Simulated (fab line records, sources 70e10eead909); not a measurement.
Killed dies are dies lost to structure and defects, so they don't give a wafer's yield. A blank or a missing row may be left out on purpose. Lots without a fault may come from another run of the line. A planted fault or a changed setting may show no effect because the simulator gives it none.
fab line records | flow nand_harc
record lots=14 wafers=42 last_day=24
route steps=1159 shown A_WL_FILL@813 A_M1@1051 A_BONDPAD@1085 END@1159
lots that met no fault: from a run of the same line without faults
start_h: hours from the record's first day to the start of the lot's first wafer shown | wait_h: hours since the lot's step before | " the same as in the row above | L1.1+2: a row that stands for several wafers | - no value, or no start given | * or withheld: withheld | < > ~ a bound
route shown NAME@n: a module of which the file shows steps, and the number in the route of the first | usual: mean/standard deviation of fault-free wafers | same: alike in all rows | chamber/n: place in a boat | sites: the reading at each site | _std_site: their standard deviation | _edge_site: outer sites' mean less inner sites' | radius_mm: how far each site lies from the wafer's centre | mask NAME#n: copy n | behind: the tool/chamber that last shaped the wafer | hold: why the lot was held/for how many hours/how that ended | device: the transistor (n, p or np) that didn't switch | end of line: the same wafers' tests at the end of the route | a step without rows: its recipe alone | killed: dies lost to structure and defects at the first sort, not the wafer's yield | map: a wafer's dies, x killed, . not, _ none there
set.NAME: the setting as run; set.NAME@STEP: as run at that earlier step | model.NAME: the simulator's own value behind a step, which no gauge read
steps of the route over a sample of lots; a table a step, a row a wafer
services: from which hour (start_h, from the record's first day; less than 0 if before it) a tool's chamber was out of use, for how many hours, and why
## steps
# step NHARC_A_WL_FILL_CVD_03
# recipe target_thk_a=400 temp_c=300 pressure_torr=40 wf6_flow_sccm=40 h2_flow_sccm=1600 ar_flow_sccm=1560 time_s=3302 material=W
# usual heater_power_w=453/22 throttle_valve_pct=7.7/0.42
# columns lot.wafer tool chamber start_h wait_h heater_power_w throttle_valve_pct
L762.2 cvd_w-01 1 337.00 0.5 426 7.7
L762.3 " 0 " " 438 7.5
L762.5 " 1 338.88 2.4 422 7.8
L765.2 cvd_w-01 0 343.60 0.7 452 7.4
L765.3 " 0 " " 446 7.4
L765.6 " 0 " " 442 7.5
L763.2 cvd_w-02 1 343.80 1.2 437 7.6
L763.4 " 0 " " 494 8.5
L763.3 " 1 " " 433 7.6
L766.1 cvd_w-02 1 351.24 1.8 434 7.6
L766.3 " 1 " " 423 7.4
L766.5 " 1 " " 424 7.6
L764.1 cvd_w-01 1 352.39 2.9 438 7.8
L764.3 " 0 353.80 4.3 440 7.5
L764.6 " 1 " " 466 8.0
L767.1 cvd_w-02 0 370.77 0.2 487 8.6
L767.5 " 0 372.67 2.1 491 8.8
L767.6 " 1 " " 431 7.6
L772.3 cvd_w-01 1 382.76 1.0 450 7.7
L772.4 " 0 " " 446 7.5
L772.6 " 0 " " 438 7.6
L770.1 cvd_w-01 1 387.94 5.9 445 7.7
L770.4 " 1 " " 440 7.6
L770.5 " 0 " " 450 7.2
L771.1 cvd_w-01 1 390.29 8.3 446 7.6
L771.2 " 0 " " 453 7.9
L771.6 " 1 392.17 10.2 459 7.8
L769.3 cvd_w-01 1 394.06 6.3 452 7.4
L769.4 " 0 " " 441 7.5
L769.6 " 1 " " 445 7.9
L774.2 cvd_w-02 0 406.51 0.5 485 8.1
L774.3 " 1 " " 430 7.2
L774.5 " 0 408.38 2.4 483 8.4
L781.1 cvd_w-02 1 446.58 2.3 442 7.0
L781.4 " 1 " " 437 7.3
L781.3 " 0 " " 483 8.2
L783.1 cvd_w-02 1 463.17 1.9 425 7.3
L783.6 " 0 464.57 3.3 494 8.4
L783.5 " 1 " " 428 7.4
L785.1 cvd_w-01 0 473.10 0.5 439 7.6
L785.3 " 0 " " 442 7.7
L785.6 " 1 " " 458 8.0
# step NHARC_A_M1_ANNEAL_31
# recipe temp_c=225 time_s=90
# usual wafer_temp_C_max=226.0/0.34
# columns lot.wafer tool chamber start_h wait_h wafer_temp_C_max
L762.2 rtp_anneal-02 0 405.59 0.6 225.8
L762.3 " 0 " " 225.6
L762.5 " 0 " " 225.6
L765.2 rtp_anneal-01 0 407.00 0.4 226.5
L765.3 " 0 " " 226.3
L765.6 " 0 " " 226.2
L763.2 rtp_anneal-01 0 408.03 0.4 226.6
L763.3 " 0 " " 226.2
L763.4 " 0 " " 226.4
L764.1 rtp_anneal-02 0 411.04 0.3 225.5
L764.3 " 0 " " 225.8
L764.6 " 0 " " 225.6
L766.1 rtp_anneal-01 0 416.37 - 226.5
L766.3 " 0 " " 225.9
L766.5 " 0 " " 227.1
L767.1 rtp_anneal-02 0 443.67 0.4 226.0
L767.5 " 0 " " 226.0
L767.6 " 0 " " 225.8
L772.3 rtp_anneal-01 0 448.76 0.3 226.4
L772.4 " 0 " " 226.4
L772.6 " 0 " " 226.4
L770.1 rtp_anneal-02 0 457.93 0.3 225.6
L770.4 " 0 " " 225.6
L770.5 " 0 " " 225.8
L771.1 rtp_anneal-02 0 459.02 - 225.8
L771.2 " 0 " " 225.8
L771.6 " 0 " " 226.1
L769.3 rtp_anneal-02 0 463.62 - 225.8
L769.4 " 0 " " 225.8
L769.6 " 0 " " 226.1
L774.2 rtp_anneal-01 0 470.72 - 226.3
L774.3 " 0 " " 226.3
L774.5 " 0 " " 226.2
L781.1 rtp_anneal-02 0 517.32 - 225.8
L781.3 " 0 " " 225.6
L781.4 " 0 " " 225.7
L785.1 rtp_anneal-01 0 546.44 - 226.3
L785.3 " 0 " " 226.3
L785.6 " 0 " " 226.6
L783.1 rtp_anneal-02 0 546.74 0.3 225.9
L783.5 " 0 " " 225.9
L783.6 " 0 " " 225.8
# step NHARC_A_M1_CMP_23
# recipe t_overpolish_s=20 target_thk_nm=154.34
# usual motor_current_A=12.4/1.2 time_to_endpoint_s=27.6/2.8
# same t_overpolish_s=20
# columns lot.wafer tool chamber start_h wait_h motor_current_A time_to_endpoint_s
L762.2 cmp-04 3 405.88 - 13.1 27.5
L762.3 " 1 " " 12.3 22.1
L762.5 " 3 " " 12.9 29.5
L765.2 cmp-01 2 407.29 - 12.5 29.2
L765.3 " 3 " " 12.7 23.0
L765.6 " 2 " " 12.1 28.2
L763.2 cmp-04 3 408.32 - 12.8 30.4
L763.3 " 1 " " 12.7 23.8
L763.4 " 2 " " 11.5 31.3
L764.1 cmp-04 2 411.42 - 11.3 28.6
L764.3 " 3 " " 12.8 29.8
L764.6 " 1 " " 12.5 24.8
L766.3 cmp-02 1 416.71 - 12.9 28.5
L766.1 " 2 " " 11.0 33.6
L766.5 " 2 " " 10.6 32.7
L767.1 cmp-01 0 444.05 - 11.6 28.4
L767.6 " 3 " " 12.2 26.0
L767.5 " 0 " " 11.2 26.7
L772.4 cmp-04 0 449.03 - 11.6 25.1
L772.3 " 1 " " 12.2 21.0
L772.6 " 3 " " 12.8 29.4
L770.4 cmp-04 0 458.31 - 11.5 24.4
L770.1 " 2 " " 11.6 25.7
L770.5 " 3 " " 13.2 29.6
L771.1 cmp-02 2 459.37 - 11.4 32.9
L771.2 " 3 " " 12.3 28.2
L771.6 " 3 " " 12.8 25.5
L769.4 cmp-01 2 463.92 - 12.3 34.2
L769.3 " 3 " " 11.7 26.0
L769.6 " 0 " " 12.4 30.1
L774.2 cmp-02 3 471.07 - 12.2 28.4
L774.3 " 0 " " 12.5 33.6
L774.5 " 1 " " 13.2 28.8
L781.1 cmp-04 1 517.66 - 12.5 22.9
L781.3 " 2 " " 11.6 28.8
L781.4 " 0 " " 11.2 26.6
L785.1 cmp-02 3 546.79 - 12.8 27.8
L785.3 " 0 " " 13.0 30.5
L785.6 " 0 " " 12.8 31.9
L783.1 cmp-02 2 547.09 - 11.0 30.5
L783.6 " 2 " " 10.9 32.1
L783.5 " 3 " " 12.9 28.0
# step NHARC_A_BONDPAD_PVD_27
# recipe target_thk_a=300 chamber_pressure_pa=5 power_w=5000 substrate_temp_c=30 time_s=20.49 material=Cu
# usual throttle_valve_pct=30.4/1.2
# columns lot.wafer tool chamber start_h wait_h throttle_valve_pct
L762.3 pvd_sputter-03 - - - 31.5
L762.2 " - " " 33.1
L762.5 " - " " 31.5
L765.2 pvd_sputter-03 - - - 31.5
L765.3 " - " " 29.9
L765.6 " - " " 33.1
L763.4 pvd_sputter-01 - - - 29.2
L763.2 " - " " 29.8
L763.3 " - " " 29.4
L764.1 pvd_sputter-02 - - - 30.3
L764.3 " - " " 29.0
L764.6 " - " " 29.7
L766.3 pvd_sputter-03 - - - 33.3
L766.1 " - " " 29.7
L766.5 " - " " 33.2
L767.1 pvd_sputter-01 - - - 29.2
L767.5 " - " " 28.7
L767.6 " - " " 29.9
L772.4 pvd_sputter-02 - - - 31.5
L772.3 " - " " 29.6
L772.6 " - " " 31.9
L770.4 pvd_sputter-02 - - - 31.4
L770.1 " - " " 29.7
L770.5 " - " " 31.3
L771.1 pvd_sputter-01 - - - 29.7
L771.2 " - " " 29.4
L771.6 " - " " 28.8
L769.3 pvd_sputter-01 - - - 29.1
L769.4 " - " " 29.0
L769.6 " - " " 30.1
L774.2 pvd_sputter-03 - - - 32.1
L774.3 " - " " 29.4
L774.5 " - " " 29.7
L781.4 pvd_sputter-03 - - - 30.8
L781.3 " - " " 32.1
L781.1 " - " " 29.5
L785.3 pvd_sputter-01 - - - 29.9
L785.1 " - " " 30.6
L785.6 " - " " 30.2
L783.1 pvd_sputter-02 - - - 31.7
L783.5 " - " " 29.4
L783.6 " - " " 31.3
# step NHARC_END_SORT_01
# recipe temp_c=25
# usual killed_at_array=26/9.7 killed_at_other=1.0/1.2 killed_at_periphery=3.9/2.6 killed_dies=31/9.7 killed_open=3.2/1.8 killed_short=2.0/1.3
# same gross_dies=677
# columns lot.wafer tool chamber start_h wait_h killed_at_array killed_at_other killed_at_periphery killed_dies killed_open killed_short
L781.1 prober-01 0 557.66 2.5 321 0 0 321 1 0
L781.3 prober-01 0 559.27 3.1 297 0 1 298 4 3
L781.4 prober-01 0 560.07 3.4 311 3 0 314 2 1
L783.1 prober-01 0 579.55 2.5 324 3 4 331 5 0
L783.5 prober-01 0 582.75 3.7 309 1 5 315 2 1
L783.6 prober-01 0 583.55 4.0 298 1 0 299 3 0
# killed by level:class
L781.1 A_WL_FILL:area_cvd=288 A_SLIT:chamber_film_flake=14 A_CONTACT:chamber_film_flake=6 A_SGD_CUT:chamber_film_flake=3 A_CHANNEL_HOLE_D1:chamber_film_flake=2 A_STAIRCASE:chamber_film_flake=2 A_BLC:chamber_film_flake=2 A_M1:chamber_film_flake=2
L781.3 A_WL_FILL:area_cvd=256 A_SLIT:chamber_film_flake=9 A_BLC:chamber_film_flake=6 A_SGD_CUT:chamber_film_flake=5 A_CONTACT:chamber_film_flake=5 A_CHANNEL_HOLE_D1:chamber_film_flake=3 A_STAIRCASE:chamber_film_flake=3 A_M1:chamber_film_flake=3
L781.4 A_WL_FILL:area_cvd=264 A_SLIT:chamber_film_flake=16 A_BLC:chamber_film_flake=8 A_CHANNEL_HOLE_D1:chamber_film_flake=7 A_CONTACT:chamber_film_flake=7 A_M1:chamber_film_flake=4 A_SGD_CUT:chamber_film_flake=2 THIN_TSV:chamber_film_flake=2
L783.1 A_WL_FILL:area_cvd=306 A_CONTACT:chamber_film_flake=6 THIN_TSV:chamber_film_flake=3 A_CONTACT:geometric_particle:open=2 P_STI:chamber_film_flake=2 A_ZERO_WELL:chamber_film_flake=2 A_CHANNEL_HOLE_D1:chamber_film_flake=2 A_STAIRCASE:chamber_film_flake=2
L783.5 A_WL_FILL:area_cvd=289 A_CHANNEL_HOLE_D1:chamber_film_flake=6 A_STAIRCASE:chamber_film_flake=5 A_CONTACT:chamber_film_flake=3 P_ZERO_WELL:chamber_film_flake=2 P_STI:chamber_film_flake=2 A_SLIT:chamber_film_flake=2 A_WL_FILL:chamber_film_flake=2
L783.6 A_WL_FILL:area_cvd=277 A_WL_FILL:chamber_film_flake=6 A_CONTACT:chamber_film_flake=5 A_STAIRCASE:chamber_film_flake=4 A_CHANNEL_HOLE_D1:chamber_film_flake=3 A_ONON_D1:geometric_particle:open=1 A_SGD_CUT:geometric_particle:open=1 A_M1:geometric_particle:open=1
## services
# columns tool chamber start_h hours kind
cmp-04 - 315.67 5.3 repair
cmp-01 - 316.73 0.6 repair
cmp-01 - 317.53 0.3 repair
cmp-02 - 324.50 4.0 pm
pvd_sputter-01 - 336.03 10.0 pm
cmp-04 - 364.89 2.8 repair
cmp-01 - 375.60 4.0 pm
cvd_w-02 - 379.42 13.0 pm
cmp-02 - 390.57 0.7 repair
pvd_sputter-02 - 392.04 10.0 pm
cmp-04 - 399.75 4.0 pm
cmp-02 - 404.12 11.9 repair
cmp-02 - 422.50 4.0 pm
cmp-04 - 446.46 1.9 repair
cmp-02 - 451.81 0.3 repair
pvd_sputter-03 - 458.00 10.0 pm
cvd_w-01 - 478.08 13.0 pm
cmp-02 - 484.73 4.4 repair
cmp-04 - 497.75 4.0 pm
pvd_sputter-01 - 514.03 10.0 pm
cmp-02 - 520.50 4.0 pm
cmp-04 - 534.55 1.5 repair
cmp-04 - 543.09 1.3 repair
pvd_sputter-03 - 544.72 2.2 repair
## key
first_sign step=NHARC_END_SORT_01 reading=killed_at_array direction=up sigmas=29 usual=26 struck=310
effect step=NHARC_END_SORT_01 reading=killed_dies direction=up sigmas=29 usual=31 struck=313
more_kills_born_at NHARC_A_WL_FILL_CVD_03@cvd_w-02=1680
met_at NHARC_A_WL_FILL_CVD_03
struck_lots L781,L783
tester_left_out L781,L783
not_acting_at NHARC_A_M1_ANNEAL_31,NHARC_A_M1_CMP_23,NHARC_A_BONDPAD_PVD_27
onset_between 406.51 446.58
fault kind=process_parameter_drift tool=cvd_w-02 chamber=- onset_h=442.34 steps=NHARC_A_WL_FILL_CVD_03 channel=target_thk_a offset=* shape=step end_h=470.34 acts_in=* stated=*
# tester_left_out: of these lots the tester's yield and bins aren't shown, on N5 and GAA mostly nor the transistor test; their killed dies are dies lost to structure and defects alone, not to doping, threshold or leakage, so they don't give the yield
